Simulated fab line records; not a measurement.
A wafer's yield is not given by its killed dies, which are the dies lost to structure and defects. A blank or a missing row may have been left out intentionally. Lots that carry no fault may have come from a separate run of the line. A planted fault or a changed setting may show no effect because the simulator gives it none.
Matching of chambers ; flow nand harc ; NHARC_THIN_TSV_ETCHBACK_48 on rie diel-13: 4 sister chambers
The step etches the open film in C4F8/Ar, target depth 1028.5 nm, time 405.17 s. 4 wafers are shown with their chamber, then 7 later ones without.

== WAFERS WITH THEIR CHAMBER ==
wafer;chamber;rf vpp V (V)
L575.6;2;551
L582.2;0;543
L582.5;1;549
L583.4;3;549

== WAFERS WHOSE CHAMBER IS MISSING ==
wafer;rf vpp V (V)
L583.5;540
L593.2;541
L593.4;547
L593.6;548
L594.1;552
L594.3;548
L594.5;551

== WHICH CHAMBER EACH WENT THROUGH ==
wafer;from the rows above;in truth
L583.5;0;0
L593.2;0;0
L593.4;can't be placed: 1 or 3 or 0 or 2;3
L593.6;can't be placed: 1 or 3 or 2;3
L594.1;can't be placed: 2 or 1 or 3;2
L594.3;can't be placed: 1 or 3 or 2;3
L594.5;can't be placed: 2 or 1 or 3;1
Correct placement for 2 of the 7. Can't be placed from these rows: 5 (the true chamber is among the candidates in 5). Placed wrongly: 0.
How it was worked out, from the rows above alone: a wafer's distance from a chamber is the root of the sum, over the readings, of the square of ((its reading less the chamber's mean) divided by the reading's scatter). The wafer belongs to the nearest chamber; if the next one is less than 2 further off, it can't be placed. The mean given for a chamber averages the wafers shown for that chamber. The scatter: root of mean squared gap, hidden wafer to nearest shown wafer, with one shown wafer a chamber.
